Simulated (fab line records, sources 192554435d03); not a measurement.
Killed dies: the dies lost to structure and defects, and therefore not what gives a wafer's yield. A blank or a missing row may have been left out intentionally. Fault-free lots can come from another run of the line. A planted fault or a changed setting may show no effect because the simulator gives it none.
fab line records	flow n5Finfet
record lots=9	wafers=27	lastDay=18
route steps=1938 shown BEOL_M3@973 BEOL_M4@1111
lots that met no fault: from a run of the same line without faults
startH: hours from the record's first day to the start of the lot's first wafer shown	waitH: time in hours since the lot's previous step	" same as the row above	L1.1+2: a row that stands for several wafers	- either no value or no given start	* or withheld: withheld	< > ~ a bound
route shown NAME@n: a module of which the file shows steps, and the number in the route of the first	usual: mean and standard deviation over wafers with no fault	same: alike in all rows	chamber/n: place in a boat	sites: the reading at each site	_std_site: how widely they spread, as a standard deviation	_edge_site: outer sites' mean less inner sites'	radiusMm: for every site, how far away it sits from the centre of the wafer	mask NAME#n: copy n	behind: the last tool/chamber to shape the wafer	hold: the reason the lot was held/the length of the hold in hours/how it ended	device: the transistor (n, p or np) that didn't switch	end of line: at the end of the route, the tests of the same wafers	a step given without rows: its recipe and nothing more	killed: count of dies lost to structure and defects at first sort (not the wafer's yield)	map: dies across one wafer; x = killed, . = not, _ = none there
set.NAME: the run value of the setting; set.NAME@STEP: its run value at that earlier step	model.NAME: the simulator's own value behind a step, which no gauge read
the route's steps for a sample of lots (tables are steps, rows are wafers)
services: from which hour (startH, from the record's first day; less than 0 if before it) a tool's chamber was out of use, for how many hours, and why
## steps
# step N5_BEOL_M3_ETCHBACK_99
# recipe chemistry=CHF3	target=SiO2	targetDepthA=50	timeS=10.4	sourceW=215	biasW=47	Ar_flow_sccm=200	CHF3_flow_sccm=12	ionEnergyEv=100	pressureMtorr=30
# usual CHF3_flow_sccm=12.00/0.036	drypumpMotorCurrentA=5.8/0.36	oesProductAu=0.82/0.099	rfVppV=242/4.6	showerheadPlenumPTorr=2.18/0.074	throttleValvePct=17.07/0.24
lot.wafer	tool	chamber	startH	waitH	CHF3_flow_sccm	drypumpMotorCurrentA	oesProductAu	rfHoursCounterH	rfVppV	showerheadPlenumPTorr	throttleValvePct
L556.3	rieDiel-06	0	183.25	0.7	11.99	5.8	0.90	29	240	2.21	16.72
L556.4	"	0	"	"	11.94	5.9	0.91	-	239	2.21	16.70
L556.5	"	3	"	"	12.01	5.9	0.85	-	244	2.10	17.40
L552.1	rieDiel-04	3	189.45	1.5	11.97	5.4	0.85	64	240	2.20	16.82
L552.5	"	0	"	"	12.00	6.3	0.67	-	245	2.02	17.39
L552.6	"	1	"	"	12.01	5.8	0.66	-	234	2.13	17.38
L560.1	rieDiel-06	2	203.45	4.1	11.96	5.9	0.74	142	242	2.23	16.77
L560.2	"	0	"	"	12.01	5.9	0.88	37	240	2.20	16.72
L560.4	"	1	"	"	12.02	5.9	1.00	1	246	2.29	16.83
L561.1	rieDiel-06	3	212.09	12.7	11.92	5.9	0.84	79	244	2.10	17.39
L561.2	"	0	"	"	11.97	5.8	0.88	40	239	2.20	16.73
L561.4	"	2	"	"	11.97	6.0	0.73	144	241	2.23	16.75
L564.1	rieDiel-06	2	231.02	4.8	11.97	5.9	0.72	149	242	2.23	16.77
L564.3	"	0	"	"	12.01	5.9	0.87	44	239	2.20	16.73
L564.6	"	1	"	"	11.97	5.9	0.97	-	243	2.28	16.83
L572.1	rieDiel-02	1	300.31	16.5	12.01	5.9	0.71	185	244	2.14	17.33
L572.2	"	0	"	"	12.06	6.6	0.97	6	244	2.30	16.84
L572.5	"	1	"	"	11.99	5.9	0.72	-	244	2.14	17.36
L573.2	rieDiel-02	0	303.11	16.3	12.02	6.5	0.96	7	247	2.30	16.83
L573.3	"	3	"	"	12.00	5.9	0.83	76	233	2.19	17.09
L573.4	"	2	"	"	12.01	5.2	0.84	63	244	2.19	17.04
L574.2	rieDiel-02	1	306.12	18.0	12.03	5.9	0.71	188	245	2.14	17.35
L574.3	"	3	"	"	12.01	5.9	0.83	77	233	2.19	17.11
L574.4	"	2	"	"	12.01	5.3	0.84	65	243	2.19	17.06
L575.2	rieDiel-04	2	306.31	14.4	12.02	5.4	0.75	152	249	2.26	17.26
L575.4	"	0	"	"	12.01	6.4	0.93	15	249	2.29	16.98
L575.5	"	0	"	"	12.01	6.3	0.94	-	248	2.29	16.96
# step N5_BEOL_M3_ETCH_70
# recipe chemistry=N2/H2	target=SOC	targetDepthA=800	overetchA=160	maskMaterial=SiARC	tempC=40	timeS=120	ionEnergyEv=200	pressureMtorr=30	sourceW=840	biasW=150	n2FlowSccm=200	h2FlowSccm=200
# usual drypumpMotorCurrentA=5.9/0.36	n2FlowSccm=200.1/0.6	oesProductAu=0.63/0.071	rfVppV=524.6/2.6	showerheadPlenumPTorr=2.57/0.089	throttleValvePct=17.85/0.27
lot.wafer	tool	chamber	startH	waitH	drypumpMotorCurrentA	n2FlowSccm	oesProductAu	rfHoursCounterH	rfVppV	showerheadPlenumPTorr	throttleValvePct
L556.3	rieDiel-06	0	183.28	0.0	5.9	200.3	0.68	29	524.2	2.59	17.34
L556.4	"	0	"	"	5.9	200.0	0.68	-	525.4	2.59	17.34
L556.5	"	3	"	"	5.9	200.2	0.65	-	522.3	2.48	18.24
L552.1	rieDiel-04	3	189.49	0.0	5.4	199.5	0.64	64	525.1	2.59	17.64
L552.5	"	0	"	"	6.4	200.2	0.53	-	520.0	2.40	18.22
L552.6	"	1	"	"	5.8	199.7	0.52	-	522.5	2.51	18.13
L560.1	rieDiel-06	2	203.49	0.0	5.9	198.7	0.58	142	527.5	2.66	17.61
L560.2	"	0	"	"	5.9	201.2	0.67	37	525.6	2.59	17.35
L560.4	"	1	"	"	6.0	200.5	0.78	1	526.6	2.71	17.63
L561.1	rieDiel-06	3	212.13	0.0	5.9	200.3	0.64	79	522.4	2.47	18.27
L561.2	"	0	"	"	5.9	200.8	0.67	40	524.5	2.59	17.36
L561.4	"	2	"	"	5.9	200.4	0.58	144	526.4	2.65	17.58
L564.1	rieDiel-06	2	231.06	0.0	5.9	199.4	0.56	149	526.6	2.65	17.63
L564.3	"	0	"	"	5.9	201.0	0.66	44	525.9	2.58	17.37
L564.6	"	1	"	"	6.0	199.8	0.75	-	530.7	2.70	17.64
L572.1	rieDiel-02	1	300.34	0.0	5.9	199.8	0.56	185	522.2	2.53	18.20
L572.2	"	0	"	"	6.5	199.9	0.74	6	528.6	2.70	17.60
L572.5	"	1	"	"	5.9	200.1	0.56	-	523.9	2.53	18.22
L573.2	rieDiel-02	0	303.15	0.0	6.6	200.5	0.73	7	528.7	2.70	17.60
L573.3	"	3	"	"	5.9	200.0	0.64	76	525.5	2.58	17.77
L573.4	"	2	"	"	5.3	199.5	0.66	63	524.3	2.58	17.85
L574.2	rieDiel-02	1	306.15	0.0	5.9	200.4	0.55	188	522.6	2.53	18.20
L574.3	"	3	"	"	5.9	199.4	0.64	77	524.9	2.58	17.78
L574.4	"	2	"	"	5.2	200.7	0.66	65	525.4	2.58	17.85
L575.2	rieDiel-04	2	306.34	0.0	5.4	199.2	0.57	152	525.6	2.66	17.95
L575.4	"	0	"	"	6.3	200.0	0.70	15	527.4	2.72	17.79
L575.5	"	0	"	"	6.3	200.6	0.70	-	528.0	2.72	17.81
# step N5_BEOL_M3_ETCH_41
# recipe chemistry=CH3F/O2	target=SiCN	targetDepthA=299	taperDeg=2	timeS=52.5	ionEnergyEv=120	maskMaterial=TiN	pressureMtorr=30	sourceW=395	biasW=75	Ar_flow_sccm=150	CH3F_flow_sccm=30	O2_flow_sccm=20
# usual drypumpMotorCurrentA=5.8/0.36	oesProductAu=0.82/0.099	rfVppV=297.7/1.6	showerheadPlenumPTorr=2.03/0.07	throttleValvePct=16.31/0.24
lot.wafer	tool	chamber	startH	waitH	drypumpMotorCurrentA	oesProductAu	rfHoursCounterH	rfVppV	showerheadPlenumPTorr	throttleValvePct
L556.3	rieDiel-06	0	183.51	-	5.9	0.90	29	296.2	2.05	15.97
L556.4	"	0	"	"	5.9	0.90	-	298.6	2.05	15.98
L556.5	"	3	"	"	5.9	0.85	-	296.0	1.95	16.60
L552.1	rieDiel-04	3	189.72	-	5.4	0.84	64	297.4	2.04	16.06
L552.5	"	0	"	"	6.3	0.66	-	294.7	1.88	16.69
L552.6	"	1	"	"	5.8	0.66	-	297.0	1.98	16.62
L560.1	rieDiel-06	2	203.72	-	6.0	0.74	142	299.5	2.08	16.06
L560.2	"	0	"	"	5.9	0.88	37	297.8	2.05	15.99
L560.4	"	1	"	"	5.9	1.01	1	301.0	2.13	16.06
L561.1	rieDiel-06	3	212.36	-	5.8	0.84	79	295.0	1.94	16.62
L561.2	"	0	"	"	5.8	0.89	40	298.6	2.05	15.99
L561.4	"	2	"	"	6.0	0.73	144	299.0	2.08	16.06
L564.1	rieDiel-06	2	231.29	-	5.9	0.73	149	297.9	2.08	16.08
L564.3	"	0	"	"	5.8	0.87	44	300.0	2.05	16.00
L564.6	"	1	"	"	5.9	1.39	-	301.2	2.12	16.10
L572.1	rieDiel-02	1	300.57	-	5.9	0.71	185	298.7	1.99	16.59
L572.2	"	0	"	"	6.5	0.97	6	298.9	2.13	16.07
L572.5	"	1	"	"	5.9	0.71	-	297.3	1.99	16.58
L573.2	rieDiel-02	0	303.38	-	6.6	0.98	7	301.0	2.13	16.06
L573.3	"	3	"	"	5.9	0.82	76	298.1	2.04	16.33
L573.4	"	2	"	"	5.2	0.85	63	297.6	2.03	16.28
L574.2	rieDiel-02	1	306.38	-	5.9	0.71	188	298.5	1.99	16.60
L574.3	"	3	"	"	5.9	0.83	77	297.0	2.04	16.36
L574.4	"	2	"	"	5.2	0.84	65	297.4	2.03	16.32
L575.2	rieDiel-04	2	306.57	-	5.4	0.75	152	299.6	2.10	16.51
L575.4	"	0	"	"	6.3	0.94	15	298.7	2.13	16.23
L575.5	"	0	"	"	6.3	0.93	-	299.6	2.13	16.23
# step N5_BEOL_M3_DEGAS_44
# recipe ambient=vacuum	tempC=250	timeS=60
# usual heaterPowerW=318/24
lot.wafer	tool	chamber	startH	waitH	heaterPowerW
L556.3	pvdSputter-03	-	183.91	0.1	323
L556.4	"	-	"	"	313
L556.5	"	-	"	"	291
L552.1	pvdSputter-03	-	190.19	0.2	317
L552.5	"	-	"	"	332
L552.6	"	-	"	"	316
L560.1	pvdSputter-01	-	204.17	0.2	322
L560.2	"	-	"	"	320
L560.4	"	-	"	"	327
L561.1	pvdSputter-03	-	212.82	0.2	271
L561.2	"	-	"	"	326
L561.4	"	-	"	"	317
L564.1	pvdSputter-02	-	231.84	0.3	287
L564.3	"	-	"	"	381
L564.6	"	-	"	"	297
L572.1	pvdSputter-01	-	301.30	0.4	326
L572.2	"	-	"	"	324
L572.5	"	-	"	"	304
L573.2	pvdSputter-01	-	304.04	0.3	319
L573.3	"	-	"	"	338
L573.4	"	-	"	"	307
L574.2	pvdSputter-02	-	306.97	0.3	293
L574.3	"	-	"	"	386
L574.4	"	-	"	"	292
L575.2	pvdSputter-03	-	307.16	0.3	316
L575.4	"	-	"	"	283
L575.5	"	-	"	"	319
# step N5_BEOL_M4_RC_MEAS_101
# usual DIBL_N=37.1/1.8	DIBL_P=37.2/2.1	IOFF_N=0.17/0.033	IOFF_P=0.22/0.037	ION_N=680/11	ION_P=464/7.7	SS_N=71.7/0.63	SS_P=73.6/0.67	VT_N=248.9/2.9	VT_P=-251/3.6
lot.wafer	tool	chamber	startH	waitH	DIBL_N[mV/V]	DIBL_P[mV/V]	IOFF_N[nA/um]	IOFF_P[nA/um]	ION_N[uA/um]	ION_P[uA/um]	SS_N[mV/dec]	SS_P[mV/dec]	VT_N[mV]	VT_P[mV]
L556.3	prober-02	0	202.24	0.3	36.0	36.5	0.17	0.24	691	468	71.0	73.2	248.1	-247
L556.4	"	0	"	"	37.9	39.2	0.21	0.29	684	471	71.7	74.4	245.2	-246
L556.5	"	0	"	"	35.0	35.4	0.15	0.21	684	469	70.8	73.2	249.1	-249
L552.1	prober-02	0	213.05	0.0	37.9	37.9	0.17	0.20	671	454	72.0	73.3	250.8	-250
L552.5	"	0	"	"	38.6	38.6	0.19	0.22	677	459	72.0	73.4	247.7	-249
L552.6	"	0	"	"	38.9	40.7	0.21	0.26	713	480	71.7	73.4	244.9	-249
L560.1	prober-01	0	219.82	0.0	37.7	37.9	0.15	0.19	665	458	71.3	74.0	251.8	-255
L560.2	"	0	"	"	37.6	37.6	0.16	0.18	673	454	71.9	72.9	252.4	-257
L560.4	"	0	"	"	34.5	35.4	0.11	0.15	655	452	70.6	73.1	255.9	-258
L561.1	prober-01	0	235.29	0.0	35.6	35.8	0.15	0.20	675	466	71.2	73.9	249.1	-251
L561.2	"	0	"	"	38.3	37.0	0.19	0.23	691	470	71.7	73.9	249.9	-249
L561.4	"	0	"	"	34.8	34.9	0.14	0.19	678	464	70.5	72.2	250.8	-254
L564.1	prober-02	0	259.07	0.0	39.2	40.1	0.20	0.23	673	452	72.7	74.4	249.5	-252
L564.3	"	0	"	"	37.0	38.1	0.16	0.19	679	458	71.3	74.2	249.1	-253
L564.6	"	0	"	"	38.2	39.8	0.20	0.23	686	465	72.0	74.5	248.2	-250
L572.1	prober-02	0	313.82	0.0	35.7	35.8	0.15	0.21	669	465	71.6	73.1	250.2	-251
L572.2	"	0	"	"	35.8	34.0	0.15	0.19	673	461	72.0	72.5	251.8	-252
L572.5	"	0	"	"	37.6	37.0	0.17	0.22	674	468	72.0	73.2	251.1	-249
L573.2	prober-01	0	318.01	0.2	38.4	37.9	0.20	0.24	695	469	72.2	74.3	243.4	-249
L573.3	"	0	"	"	37.4	36.2	0.18	0.22	678	461	72.0	73.4	247.8	-251
L573.4	"	0	"	"	37.3	35.7	0.17	0.21	666	461	71.5	73.1	249.1	-252
L574.2	prober-02	0	322.86	0.2	39.5	39.0	0.18	0.24	664	463	71.9	73.9	249.3	-248
L574.3	"	0	"	"	40.7	38.9	0.21	0.24	678	461	73.2	74.5	247.9	-247
L574.4	"	0	"	"	37.4	35.8	0.16	0.20	680	461	71.3	73.8	250.8	-250
L575.2	prober-02	0	325.78	0.2	40.8	40.8	0.27	0.34	703	477	73.1	74.0	242.1	-241
L575.4	"	0	"	"	35.2	34.0	0.13	0.20	677	463	72.0	72.0	251.3	-248
L575.5	"	0	"	"	37.1	36.9	0.18	0.25	679	467	71.7	73.6	248.0	-244
## services
tool	chamber	startH	hours	kind
rieDiel-02	2	161.44	8.3	repair
rieDiel-06	1	180.43	-	clean
rieDiel-06	1	180.43	-	consumableReplace:focusRing
rieDiel-06	1	180.43	-	consumableReplace:showerhead
rieDiel-02	1	183.49	5.8	repair
rieDiel-02	-	199.34	2.8	pm
rieDiel-04	0	228.92	-	clean
rieDiel-04	0	228.92	-	consumableReplace:focusRing
rieDiel-04	0	228.92	-	consumableReplace:showerhead
rieDiel-04	0	228.92	27.6	scheduledDown
rieDiel-04	0	228.92	27.6	ventCycle
rieDiel-04	1	256.49	-	clean
rieDiel-04	1	256.49	-	consumableReplace:focusRing
rieDiel-04	1	256.49	17.6	scheduledDown
rieDiel-04	1	256.49	17.6	ventCycle
rieDiel-06	1	256.96	4.2	repair
rieDiel-02	0	265.89	-	clean
rieDiel-02	0	265.89	-	consumableReplace:focusRing
rieDiel-02	0	265.89	-	consumableReplace:showerhead
rieDiel-02	0	265.89	15.8	scheduledDown
rieDiel-02	0	265.89	15.8	ventCycle
rieDiel-06	-	301.29	2.1	repair
## key
firstSign step=N5_BEOL_M3_ETCH_41	reading=oesProductAu	direction=up	sigmas=5.8	usual=0.82	struck=1.39
effect none on later readings
metAt N5_BEOL_M3_ETCH_41
struckLots L564
struckWafers L564.6
notActingAt N5_BEOL_M3_ETCHBACK_99,N5_BEOL_M3_ETCH_70,N5_BEOL_M3_DEGAS_44
onsetBetween 203.72 231.29
fault kind=processParameterDrift	tool=rieDiel-06	chamber=1	onsetH=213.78	steps=N5_BEOL_M3_ETCH_41	channel=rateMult	offset=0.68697	shape=step	endH=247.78
